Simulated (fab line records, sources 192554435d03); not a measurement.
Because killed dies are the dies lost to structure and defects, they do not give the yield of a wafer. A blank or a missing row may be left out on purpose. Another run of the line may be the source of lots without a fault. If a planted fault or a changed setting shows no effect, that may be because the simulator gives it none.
fab line records    flow n5Finfet
record: lots: 7  wafers: 21
route steps=1938 shown BEOL_M7@1309 BEOL_M8@1332 BEOL_M9@1401 BEOL_M10@1494
startH: hours from the record's opening day to when the first of the lot's shown wafers began    waitH: hours from the lot's prior step to this one    " the same as in the row above    L1.1+2: one row covering several wafers at once    - no value, or no start given    * or withheld: withheld    < > ~ a bound
route shown NAME@n: a module of which the file shows steps, and the number in the route of the first    usual: mean/standard deviation taken from wafers without a fault    same: alike in all rows    chamber/n: place in a boat    sites: each site's reading    _std_site: how widely they spread, as a standard deviation    _edge_site: mean of outer sites minus mean of inner sites    radiusMm: how far each site lies from the wafer's centre    mask NAME#n: copy n    behind: the last tool/chamber to shape the wafer    hold: reason for holding the lot/hours on hold/outcome of the hold    device: whichever transistor did not switch (one of n, p or np)    end of line: tests run on the same wafers once the route is complete    for a step that has no rows: nothing shown but its recipe    killed: count of dies lost to structure and defects at first sort (not the wafer's yield)    map: per-die view of a wafer (x killed, . not killed, _ where there is no die)
set.NAME: the setting the step ran with; set.NAME@STEP: the setting that earlier step ran with    model.NAME: the simulator's own value behind a step, which no gauge read
lots run with intentionally changed settings; tables by step, rows by wafer
== steps ==
step: N5_BEOL_M7_ETCH_41
recipe: chemistry: CH3F/O2  target: SiCN  targetDepthA: 319  taperDeg: 2  timeS: 57.8  ionEnergyEv: 120  maskMaterial: TiN  pressureMtorr: 30  sourceW: 395  biasW: 75  Ar_flow_sccm: 150  CH3F_flow_sccm: 30  O2_flow_sccm: 20
usual: rfVppV: 296.9/1.8
lot.wafer  tool        chamber  startH  waitH  set.sourceW  rfVppV  model.etch.depthNm
L074.1     rieDiel-06  1        -       -      395          297.5   22.34
L074.4     "           0        "       "      443.8        288.0   23.24
L074.5     "           1        "       "      395          299.2   22.41
L080.1     rieDiel-01  1        -       -      395          298.1   21.69
L080.3     "           2        "       "      365.3        303.3   21.08
L080.6     "           0        "       "      395          299.9   21.75
L084.1     rieDiel-01  2        -       -      435          288.0   22.52
L084.2     "           3        "       "      395          295.4   22.12
L084.3     "           0        "       "      395          296.2   22.27
L087.2     rieDiel-06  0        -       -      395          299.1   22.51
L087.3     "           1        "       "      365.1        306.0   21.78
L087.6     "           2        "       "      365.1        308.0   21.33
L091.1     rieDiel-03  1        -       -      395          293.3   21.66
L091.4     "           0        "       "      363.9        303.3   20.96
L091.5     "           3        "       "      395          298.6   22.32
L094.1     rieDiel-06  1        -       -      324.9        318.0   20.75
L094.3     "           0        "       "      324.9        317.4   20.72
L094.5     "           1        "       "      395          299.0   22.32
L095.3     rieDiel-03  0        -       -      395          297.8   21.44
L095.4     "           3        "       "      395          297.8   22.11
L095.6     "           0        "       "      395          296.0   21.38
step: N5_BEOL_M7_STRIP_80
recipe: chemistry: N2/H2  timeS: 10  powerW: 450  tempC: 40  pressureMtorr: 20  rfFrequencyHz: 6e+07  biasPowerW: 7  n2FlowSccm: 200  h2FlowSccm: 200
step: N5_BEOL_M7_ECD_50
recipe: material: Cu  targetThkA: 3000
step: N5_BEOL_M7_ANNEAL_51
recipe: tempC: 225  timeS: 90  ambient: N2
step: N5_BEOL_M7_CMP_52
recipe: stopOn: SiCOH_lowk  tOverpolishS: 6.9  downForcePsi: 1  platenRpm: 50  clearingPlatenDownForcePsi: 1.5  clearingPlatenRpm: 50  postCmpClean: cuAlkaline  targetThkNm: 80  clearingPlatenPadVelocityMS: 0.99484  padVelocityMS: 0.99484
lot.wafer  tool    chamber  startH  waitH  set.biasW@BEOL_M7_TRENCH_ETCH_37  model.Cu_of_BEOL_M7_ECD_50.thkNm
L074.4     cmp-04  2        210.61  0.1    169.2                             77.8
L074.1     "       1        "       "      185                               83
L074.5     "       2        "       "      169.2                             79.6
L080.1     cmp-02  0        259.43  0.3    211.9                             83.6
L080.3     "       2        "       "      185                               78.2
L080.6     "       3        "       "      185                               78.8
L084.1     cmp-02  3        275.24  0.3    185                               78.2
L084.3     "       0        "       "      200                               82.2
L084.2     "       1        "       "      200                               80.6
L087.2     cmp-04  2        305.61  0.2    159.2                             74.4
L087.3     "       3        "       "      185                               80.4
L087.6     "       2        "       "      185                               76.8
L091.4     cmp-02  0        332.76  0.2    185                               79
L091.1     "       1        "       "      185                               78.8
L091.5     "       0        "       "      185                               81.4
L094.1     cmp-01  0        336.66  0.3    208.7                             84.2
L094.3     "       1        "       "      208.7                             83.8
L094.5     "       0        "       "      185                               80.4
L095.4     cmp-04  3        341.03  0.3    185                               80.8
L095.3     "       0        "       "      185                               78.2
L095.6     "       2        "       "      185                               78
step: N5_BEOL_M7_THK_MEAS_53
recipe: thkMeasGauge: xrf  reads: Cu_of_BEOL_M7_ECD_50
usual: M7_THK: 79.0/1.7
lot.wafer  tool          chamber  startH  waitH  set.biasW@BEOL_M7_TRENCH_ETCH_37  M7_THK[nm]
L074.1     filmMetro-02  -        210.91  -      185                               82.1
L074.4     "             -        "       "      169.2                             77.0
L074.5     "             -        "       "      169.2                             79.0
L080.1     filmMetro-01  -        259.69  -      211.9                             82.3
L080.3     "             -        "       "      185                               76.7
L080.6     "             -        "       "      185                               77.7
L084.1     filmMetro-02  -        275.53  -      185                               77.9
L084.2     "             -        "       "      200                               80.0
L084.3     "             -        "       "      200                               81.7
L087.2     filmMetro-02  -        305.87  -      159.2                             73.4
L087.3     "             -        "       "      185                               79.2
L087.6     "             -        "       "      185                               76.1
L091.1     filmMetro-01  -        333.05  -      185                               78.6
L091.4     "             -        "       "      185                               78.4
L091.5     "             -        "       "      185                               81.0
L094.1     filmMetro-02  -        336.92  -      208.7                             83.2
L094.3     "             -        "       "      208.7                             82.7
L094.5     "             -        "       "      185                               79.6
L095.3     filmMetro-02  -        341.26  0.2    185                               78.2
L095.4     "             -        "       "      185                               80.5
L095.6     "             -        "       "      185                               78.0
step: N5_BEOL_M8_ILD_DEP_00
recipe: material: SiCOH_lowk  targetThkA: 1797.5  tempC: 300  precursor: DEMS/porogen  pressureTorr: 5  rfW: 500  timeS: 33.4
lot.wafer  tool      chamber  startH  waitH  set.timeS  model.SiCOH_lowk_of_BEOL_M8_ILD_DEP_00.thkNm
L074.1     pecvd-04  1        211.16  0.0    33.4       180.4
L074.4     "         2        "       "      33.4       184.8
L074.5     "         0        "       "      33.4       185
L080.1     pecvd-01  2        259.88  0.0    28.69      154
L080.3     "         1        "       "      28.69      155
L080.6     "         0        "       "      33.4       183.2
L084.1     pecvd-02  2        275.73  0.0    33.4       176.4
L084.2     "         1        "       "      33.4       178.4
L084.3     "         0        "       "      33.4       176.6
L087.2     pecvd-04  0        306.07  0.0    36.85      199
L087.3     "         2        "       "      33.4       179.2
L087.6     "         1        "       "      33.4       182.4
L091.1     pecvd-04  2        333.25  0.0    33.4       179
L091.4     "         2        "       "      30.22      166.8
L091.5     "         0        "       "      30.22      166.6
L094.1     pecvd-02  0        337.11  0.0    33.4       175.6
L094.3     "         2        "       "      37.82      203.2
L094.5     "         0        "       "      37.82      204.4
L095.3     pecvd-04  1        341.46  0.0    33.4       176
L095.4     "         1        "       "      33.4       182.4
L095.6     "         0        "       "      33.4       184.2
step: N5_BEOL_M8_CURE_74
recipe: tempC: 385  timeS: 240  ambient: He/Ar  material: SiCOH_lowk
lot.wafer  tool       chamber  startH  waitH  set.timeS@BEOL_M8_ILD_DEP_00  model.SiCOH_lowk_of_BEOL_M8_ILD_DEP_00.thkNm
L074.1     uvCure-02  2        211.22  0.0    33.4                          155.6
L074.4+5   "          2        "       "      33.4                          159.4
L080.1     uvCure-03  1        259.94  0.0    28.69                         132.6
L080.3     "          1        "       "      28.69                         133.4
L080.6     "          1        "       "      33.4                          158
L084.1+3   uvCure-02  1        276.20  0.5    33.4                          152.2
L084.2     "          1        "       "      33.4                          153.8
L087.2     uvCure-03  2        306.21  0.1    36.85                         171.8
L087.3     "          2        "       "      33.4                          154.4
L087.6     "          2        "       "      33.4                          157.4
L091.1     uvCure-03  0        333.31  0.0    33.4                          154.2
L091.4+5   "          0        "       "      30.22                         143.6
L094.1     uvCure-02  2        337.20  0.1    33.4                          151.4
L094.3     "          2        "       "      37.82                         175.4
L094.5     "          2        "       "      37.82                         176.4
L095.3     uvCure-03  2        341.68  0.2    33.4                          151.8
L095.4     "          2        "       "      33.4                          157.4
L095.6     "          2        "       "      33.4                          158.8
step: N5_BEOL_M8_THK_MEAS_01
recipe: reads: SiCOH_lowk_of_BEOL_M8_ILD_DEP_00
usual: M8_ILD_THK: 155.3/1.9
lot.wafer  tool          chamber  startH  waitH  set.timeS@BEOL_M8_ILD_DEP_00  M8_ILD_THK[nm]
L074.1     filmMetro-01  -        211.73  0.4    33.4                          155.7
L074.4     "             -        "       "      33.4                          159.3
L074.5     "             -        "       "      33.4                          159.6
L080.1     filmMetro-02  -        260.46  0.4    28.69                         132.8
L080.3     "             -        "       "      28.69                         133.4
L080.6     "             -        "       "      33.4                          158.1
L084.1     filmMetro-01  -        276.71  0.4    33.4                          152.1
L084.2     "             -        "       "      33.4                          153.7
L084.3     "             -        "       "      33.4                          152.4
L087.2     filmMetro-01  -        306.64  0.4    36.85                         171.9
L087.3     "             -        "       "      33.4                          154.5
L087.6     "             -        "       "      33.4                          157.3
L091.1     filmMetro-02  -        333.82  0.4    33.4                          154.2
L091.4     "             -        "       "      30.22                         143.7
L091.5     "             -        "       "      30.22                         143.5
L094.1     filmMetro-02  -        337.71  0.4    33.4                          151.5
L094.3     "             -        "       "      37.82                         175.4
L094.5     "             -        "       "      37.82                         176.4
L095.3     filmMetro-01  -        342.03  0.3    33.4                          151.6
L095.4     "             -        "       "      33.4                          157.3
L095.6     "             -        "       "      33.4                          158.8
step: N5_BEOL_M8_EXPOSE_08
recipe: maskId: M8  na: 1.35  sourceShape: dipole  sigmaInner: 0.817  sigmaOuter: 0.97  polarization: te  doseMj: 68.25
lot.wafer   tool            chamber  startH  waitH  mask  set.doseMj
L074.1+4+5  arfiScanner-02  0        214.08  -      M8#0  68.25
L080.1+3    arfiScanner-02  0        262.39  -      M8#0  69.63
L080.6      "               0        "       "      M8#0  68.25
L084.1+3    arfiScanner-01  0        277.54  -      M8#0  68.25
L084.2      "               0        "       "      M8#0  70.34
L087.2+3+6  arfiScanner-02  0        308.22  -      M8#0  68.25
L091.1+4    arfiScanner-01  0        335.46  -      M8#0  68.25
L091.5      "               0        "       "      M8#0  70.65
L094.1      arfiScanner-02  0        339.62  -      M8#0  68.25
L094.3+5    "               0        "       "      M8#0  65.81
L095.3+4+6  arfiScanner-02  0        343.77  -      M8#0  68.25
step: N5_BEOL_M8_PEB_09
recipe: pebTempC: withheld  pebTimeS: 60  resist: CAR-ArF
step: N5_BEOL_M8_DEVELOP_10
recipe: developTimeS: 30  developer: TMAH  resist: CAR-ArF  rinseLiquid: diw  dry: airSpin  devTempC: 23
step: N5_BEOL_M8_CD_MEAS_11
recipe: targetCdNm: 38.5  landingEnergyEv: 500  detector: seInlens  polarity: opening
usual: cdNm: 38.5/0.43
lot.wafer  tool      chamber  startH  waitH  set.doseMj@BEOL_M8_EXPOSE_08  cdNm
L074.1     cdSem-01  0        214.21  -      68.25                         38.6
L074.4     "         0        "       "      68.25                         39.1
L074.5     "         0        "       "      68.25                         38.3
L080.1     cdSem-02  0        262.52  -      69.63                         40.0
L080.3     "         0        "       "      69.63                         39.8
L080.6     "         0        "       "      68.25                         39.0
L084.1     cdSem-02  0        277.67  -      68.25                         38.3
L084.2     "         0        "       "      70.34                         40.1
L084.3     "         0        "       "      68.25                         38.6
L087.2     cdSem-01  0        308.34  -      68.25                         38.9
L087.3     "         0        "       "      68.25                         38.7
L087.6     "         0        "       "      68.25                         38.9
L091.1     cdSem-01  0        335.59  -      68.25                         38.6
L091.4     "         0        "       "      68.25                         38.7
L091.5     "         0        "       "      70.65                         39.9
L094.1     cdSem-03  0        339.75  -      68.25                         38.1
L094.3     "         0        "       "      65.81                         36.2
L094.5     "         0        "       "      65.81                         36.1
L095.3     cdSem-03  0        343.89  -      68.25                         37.4
L095.4     "         0        "       "      68.25                         38.4
L095.6     "         0        "       "      68.25                         38.0
step: N5_BEOL_M8_DESCUM_16
recipe: chemistry: O2  timeS: 7.9  sourcePowerW: 50  biasPowerW: 20  pressureMtorr: 20  rfFrequencyHz: 2.712e+07  tempC: 40  resist: CAR-ArF  o2FlowSccm: 225
step: N5_BEOL_M8_ETCH_61
recipe: chemistry: CF4  target: SiARC  targetDepthA: 455  maskMaterial: CAR-ArF  timeS: 75.8  ionEnergyEv: 80  pressureMtorr: 40  sourceW: 545  biasW: 36  Ar_flow_sccm: 100  cf4FlowSccm: 100  ends: cleared
lot.wafer  tool        chamber  startH  waitH  set.doseMj@BEOL_M8_EXPOSE_08  model.BEOL_M8.cdOffsetNm
L074.1     rieDiel-05  2        214.33  0.0    68.25                         0.2
L074.4     "           0        "       "      68.25                         0.6
L074.5     "           0        "       "      68.25                         0
L080.1     rieDiel-04  0        262.72  0.0    69.63                         1.2
L080.3     "           2        "       "      69.63                         1.4
L080.6     "           3        "       "      68.25                         0.4
L084.1     rieDiel-04  3        277.79  0.0    68.25                         -0.4
L084.2     "           2        "       "      70.34                         1.2
L084.3     "           0        "       "      68.25                         -0.6
L087.2+3   rieDiel-02  2,0      308.46  0.0    68.25                         0.2
L087.6     "           2        "       "      68.25                         0.8
L091.1     rieDiel-02  0        335.72  0.0    68.25                         0.2
L091.4     "           3        "       "      68.25                         -0.2
L091.5     "           0        "       "      70.65                         1.6
L094.1     rieDiel-02  3        339.88  0.0    68.25                         -0.4
L094.3     "           0        "       "      65.81                         -2.2
L094.5     "           2        "       "      65.81                         -2
L095.3     rieDiel-05  2        344.24  0.0    68.25                         -1
L095.4     "           0        "       "      68.25                         -0.4
L095.6     "           2        "       "      68.25                         -0.6
step: N5_BEOL_M8_ETCH_62
recipe: chemistry: N2/H2  target: SOC  targetDepthA: 1100  overetchA: 220  maskMaterial: SiARC  tempC: 40  timeS: 165  ionEnergyEv: 200  pressureMtorr: 30  sourceW: 840  biasW: 150  n2FlowSccm: 200  h2FlowSccm: 200
lot.wafer  tool        chamber  startH  waitH  set.doseMj@BEOL_M8_EXPOSE_08  model.BEOL_M8.cdOffsetNm
L074.1+4   rieDiel-05  2,0      214.39  0.0    68.25                         0.2
L074.5     "           0        "       "      68.25                         0
L080.1     rieDiel-04  0        262.78  0.0    69.63                         1.2
L080.3     "           2        "       "      69.63                         1.4
L080.6     "           3        "       "      68.25                         0.6
L084.1     rieDiel-04  3        277.85  0.0    68.25                         -0.4
L084.2     "           2        "       "      70.34                         1.2
L084.3     "           0        "       "      68.25                         -0.6
L087.2+3   rieDiel-02  2,0      308.52  0.0    68.25                         0
L087.6     "           2        "       "      68.25                         0.6
L091.1     rieDiel-02  0        335.77  0.0    68.25                         0
L091.4     "           3        "       "      68.25                         -0.4
L091.5     "           0        "       "      70.65                         1.4
L094.1     rieDiel-02  3        339.94  0.0    68.25                         -0.4
L094.3     "           0        "       "      65.81                         -2.2
L094.5     "           2        "       "      65.81                         -2
L095.3     rieDiel-05  2        344.30  0.0    68.25                         -1
L095.4     "           0        "       "      68.25                         -0.4
L095.6     "           2        "       "      68.25                         -0.6
step: N5_BEOL_M8_STRIP_68
recipe: chemistry: N2/H2  tempC: 40  n2FlowSccm: 200  h2FlowSccm: 200  rfFrequencyHz: 6e+07
step: N5_BEOL_M8_STRIP_67
recipe: chemistry: CF4  resist: SiARC  powerW: 300  biasPowerW: 75  pressureMtorr: 50  cf4FlowSccm: 150  rfFrequencyHz: 6e+07
step: N5_BEOL_M8_HM_OPEN_17
recipe: chemistry: Cl2/BCl3  targetDepthA: 200  overetchA: 60  target: TiN  maskMaterial: SOC  ionEnergyEv: 150  pressureMtorr: 10  icpW: 1000  biasW: 126  Cl2_flow_sccm: 53.25  bcl3FlowSccm: 21.75  Ar_flow_sccm: 25
step: N5_BEOL_M8_STRIP_19
recipe: chemistry: O2  powerW: 400  tempC: 40  pressureMtorr: 30  rfFrequencyHz: 6e+07  biasPowerW: 0  overashFraction: 0.2  o2FlowSccm: 225
step: N5_BEOL_M8_CD_MEAS_18
recipe: pitchNm: 80  targetCdNm: 40
usual: cdNm: 39.9/0.44
lot.wafer  tool      chamber  startH  waitH  set.doseMj@BEOL_M8_EXPOSE_08  cdNm
L074.1     cdSem-01  -        214.83  0.0    68.25                         40.1
L074.4     "         -        "       "      68.25                         40.2
L074.5     "         -        "       "      68.25                         40.0
L080.1     cdSem-03  -        263.40  0.0    69.63                         41.3
L080.3     "         -        "       "      69.63                         41.3
L080.6     "         -        "       "      68.25                         40.7
L084.1     cdSem-03  -        278.22  0.0    68.25                         39.6
L084.2     "         -        "       "      70.34                         41.4
L084.3     "         -        "       "      68.25                         39.8
L087.2     cdSem-01  -        308.89  0.1    68.25                         40.1
L087.3     "         -        "       "      68.25                         39.8
L087.6     "         -        "       "      68.25                         40.7
L091.1     cdSem-03  -        336.21  0.0    68.25                         40.1
L091.4     "         -        "       "      68.25                         39.6
L091.5     "         -        "       "      70.65                         42.0
L094.1     cdSem-01  -        340.40  0.0    68.25                         39.5
L094.3     "         -        "       "      65.81                         37.6
L094.5     "         -        "       "      65.81                         37.9
L095.3     cdSem-01  -        344.76  0.1    68.25                         38.7
L095.4     "         -        "       "      68.25                         39.8
L095.6     "         -        "       "      68.25                         39.5
step: N5_BEOL_M8_COAT_63
recipe: resist: SOC  tempC: 250  timeS: 60  spinRpm: 1500  resistThkNm: 60
step: N5_BEOL_M8_COAT_64
recipe: resist: SiARC  tempC: 220  timeS: 60  spinRpm: 1500  resistThkNm: 12
step: N5_BEOL_M8_PRECLEAN_42
recipe: chemistry: residueRemover  timeS: 60  tempC: 40
step: N5_BEOL_M8_SRD_43
recipe: timeS: 30  tempC: 23  rinseLiquid: diw  dry: ipaMarangoni
step: N5_BEOL_M8_CD_MEAS_35
recipe: targetCdNm: 40  polarity: opening
usual: cdNm: 39.9/0.45
lot.wafer  tool      chamber  startH  waitH  set.doseMj@BEOL_M8_EXPOSE_08  cdNm
L074.1     cdSem-03  -        215.96  0.0    68.25                         40.0
L074.4     "         -        "       "      68.25                         40.5
L074.5     "         -        "       "      68.25                         40.1
L080.1     cdSem-02  -        266.52  0.0    69.63                         41.1
L080.3     "         -        "       "      69.63                         41.5
L080.6     "         -        "       "      68.25                         40.1
L084.1     cdSem-03  -        280.95  0.0    68.25                         39.3
L084.2     "         -        "       "      70.34                         41.6
L084.3     "         -        "       "      68.25                         39.1
L087.2     cdSem-03  -        310.07  0.0    68.25                         39.5
L087.3     "         -        "       "      68.25                         40.0
L087.6     "         -        "       "      68.25                         40.5
L091.1     cdSem-02  -        339.71  0.0    68.25                         40.1
L091.4     "         -        "       "      68.25                         40.0
L091.5     "         -        "       "      70.65                         41.5
L094.1     cdSem-03  -        343.56  0.0    68.25                         39.5
L094.3     "         -        "       "      65.81                         37.8
L094.5     "         -        "       "      65.81                         38.1
L095.3     cdSem-01  -        350.53  0.0    68.25                         39.3
L095.4     "         -        "       "      68.25                         39.8
L095.6     "         -        "       "      68.25                         39.0
step: N5_BEOL_M9_ILD_DEP_00
recipe: material: SiCOH_lowk  targetThkA: 3085.1  tempC: 300  precursor: DEMS/porogen  pressureTorr: 5  rfW: 500  timeS: 58
lot.wafer  tool      chamber  startH  waitH  set.timeS  model.SiCOH_lowk_of_BEOL_M9_ILD_DEP_00.thkNm
L074.1     pecvd-01  0        219.25  0.0    58         309.4
L074.4     "         1        "       "      51.17      277.2
L074.5     "         2        "       "      51.17      276.4
L080.1     pecvd-02  0        269.58  0.0    58         306.2
L080.3     "         2        "       "      64.8       341.6
L080.6     "         1        "       "      64.8       344.8
L084.1     pecvd-01  2        286.84  0.0    58         309.2
L084.2     "         1        "       "      58         313.4
L084.3     "         0        "       "      58         312.8
L087.2     pecvd-02  1        314.60  0.0    62.95      331.6
L087.3     "         0        "       "      62.95      328.6
L087.6     "         0        "       "      62.95      332.8
L091.1     pecvd-01  1        343.61  0.0    58         310.2
L091.4     "         0        "       "      58         318.4
L091.5     "         1        "       "      58         313.2
L094.1     pecvd-03  0        346.29  0.0    58         302
L094.3     "         2        "       "      58         308.2
L094.5     "         2        "       "      58         311.2
L095.3     pecvd-02  1        355.09  0.0    58         310.6
L095.4     "         1        "       "      58         313.2
L095.6     "         0        "       "      58         314.2
step: N5_BEOL_M9_CURE_71
recipe: tempC: 385  timeS: 240  ambient: He/Ar  material: SiCOH_lowk
lot.wafer  tool       chamber  startH  waitH  set.timeS@BEOL_M9_ILD_DEP_00  model.SiCOH_lowk_of_BEOL_M9_ILD_DEP_00.thkNm
L074.1     uvCure-01  1        219.33  0.0    58                            268.8
L074.4     "          1        "       "      51.17                         240.4
L074.5     "          1        "       "      51.17                         239.8
L080.1     uvCure-03  1        269.86  0.3    58                            266
L080.3     "          1        "       "      64.8                          297.4
L080.6     "          1        "       "      64.8                          300
L084.1     uvCure-03  0        286.93  0.1    58                            268.6
L084.2     "          0        "       "      58                            272.2
L084.3     "          0        "       "      58                            271.8
L087.2     uvCure-02  2        314.98  0.4    62.95                         288.4
L087.3     "          2        "       "      62.95                         285.8
L087.6     "          2        "       "      62.95                         289.6
L091.1     uvCure-01  0        343.68  0.0    58                            269.6
L091.4     "          0        "       "      58                            276.6
L091.5     "          0        "       "      58                            272.2
L094.1     uvCure-03  0        346.36  0.0    58                            262.2
L094.3     "          0        "       "      58                            267.8
L094.5     "          0        "       "      58                            270.4
L095.3     uvCure-03  0        355.33  0.2    58                            269.8
L095.4     "          0        "       "      58                            272
L095.6     "          0        "       "      58                            273
step: N5_BEOL_M9_THK_MEAS_01
recipe: reads: SiCOH_lowk_of_BEOL_M9_ILD_DEP_00
usual: M9_ILD_THK: 269/3.6
lot.wafer  tool          chamber  startH  waitH  set.timeS@BEOL_M9_ILD_DEP_00  M9_ILD_THK[nm]
L074.1     filmMetro-02  -        219.84  0.4    58                            269
L074.4     "             -        "       "      51.17                         240
L074.5     "             -        "       "      51.17                         240
L080.1     filmMetro-01  -        270.37  0.4    58                            266
L080.3     "             -        "       "      64.8                          297
L080.6     "             -        "       "      64.8                          300
L084.1     filmMetro-01  -        287.73  0.7    58                            269
L084.2     "             -        "       "      58                            272
L084.3     "             -        "       "      58                            272
L087.2     filmMetro-02  -        315.43  0.4    62.95                         289
L087.3     "             -        "       "      62.95                         286
L087.6     "             -        "       "      62.95                         289
L091.1     filmMetro-01  -        344.20  0.4    58                            269
L091.4     "             -        "       "      58                            277
L091.5     "             -        "       "      58                            272
L094.1     filmMetro-02  -        346.88  0.4    58                            262
L094.3     "             -        "       "      58                            268
L094.5     "             -        "       "      58                            270
L095.3     filmMetro-01  -        355.68  0.3    58                            270
L095.4     "             -        "       "      58                            272
L095.6     "             -        "       "      58                            273
step: N5_BEOL_M10_COAT_63
recipe: resist: SOC  tempC: 250  timeS: 60  spinRpm: 1500  resistThkNm: 100
lot.wafer  tool           chamber  startH  waitH  set.spinRpm  model.SOC_of_BEOL_M10_COAT_63.thkNm
L074.1+5   lithoTrack-04  0        232.49  1.6    1500         100.4
L074.4     "              0        "       "      1443         102.4
L080.1     lithoTrack-02  0        286.09  4.5    1416         103.6
L080.3+6   "              0        "       "      1500         100.4
L084.1+2   lithoTrack-03  0        303.36  1.0    1419         103
L084.3     "              0        "       "      1500         100
L087.2     lithoTrack-03  0        328.01  1.0    1345         105.2
L087.3     "              0        "       "      1345         104.8
L087.6     "              0        "       "      1500         99.2
L091.1     lithoTrack-02  0        357.09  0.8    1500         100.4
L091.4     "              0        "       "      1500         100.2
L091.5     "              0        "       "      1500         100
L094.1     lithoTrack-03  0        361.51  1.3    1544         98.6
L094.3     "              0        "       "      1544         98.4
L094.5     "              0        "       "      1500         99.8
L095.3     lithoTrack-04  0        366.81  0.0    1500         99.8
L095.4+6   "              0        "       "      1500         100
== key ==
split: step: N5_BEOL_M7_ETCH_41  setting: sourceW  stated: 395  by: wafer
response: step: N5_BEOL_M7_ETCH_41  reading: rfVppV  change: -0.924  per: 1%  r: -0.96
response: step: N5_BEOL_M7_ETCH_41  reading: model.etch.depthNm  change: +0.0835  per: 1%  r: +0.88
split: step: N5_BEOL_M8_ILD_DEP_00  setting: timeS  stated: 33.4  by: wafer
response: step: N5_BEOL_M8_ILD_DEP_00  reading: model.SiCOH_lowk_of_BEOL_M8_ILD_DEP_00.thkNm  change: +1.9  per: 1%  r: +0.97
response: step: N5_BEOL_M8_CURE_74  reading: model.SiCOH_lowk_of_BEOL_M8_ILD_DEP_00.thkNm  change: +1.65  per: 1%  r: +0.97
response: step: N5_BEOL_M8_THK_MEAS_01  reading: M8_ILD_THK  change: +1.65  per: 1%  r: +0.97
split: step: N5_BEOL_M8_EXPOSE_08  setting: doseMj  stated: 68.25  by: wafer
response: step: N5_BEOL_M8_CD_MEAS_11  reading: cdNm  change: +0.473  per: 1%  r: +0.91
response: step: N5_BEOL_M8_ETCH_61  reading: model.BEOL_M8.cdOffsetNm  change: +0.485  per: 1%  r: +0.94
response: step: N5_BEOL_M8_ETCH_62  reading: model.BEOL_M8.cdOffsetNm  change: +0.475  per: 1%  r: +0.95
response: step: N5_BEOL_M8_CD_MEAS_18  reading: cdNm  change: +0.519  per: 1%  r: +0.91
response: step: N5_BEOL_M8_CD_MEAS_35  reading: cdNm  change: +0.526  per: 1%  r: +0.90
split: step: N5_BEOL_M9_ILD_DEP_00  setting: timeS  stated: 58  by: wafer
response: step: N5_BEOL_M9_ILD_DEP_00  reading: model.SiCOH_lowk_of_BEOL_M9_ILD_DEP_00.thkNm  change: +2.96  per: 1%  r: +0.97
response: step: N5_BEOL_M9_CURE_71  reading: model.SiCOH_lowk_of_BEOL_M9_ILD_DEP_00.thkNm  change: +2.61  per: 1%  r: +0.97
response: step: N5_BEOL_M9_THK_MEAS_01  reading: M9_ILD_THK  change: +2.6  per: 1%  r: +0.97
split: step: N5_BEOL_M10_COAT_63  setting: spinRpm  stated: 1500  by: wafer
response: step: N5_BEOL_M10_COAT_63  reading: model.SOC_of_BEOL_M10_COAT_63.thkNm  change: -0.554  per: 1%  r: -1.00
split outsideThisFile step=N5_BEOL_M7_TRENCH_ETCH_37 setting=biasW
split outsideThisFile: this setting was split too, and the file shows its column; the key of that split is in another file
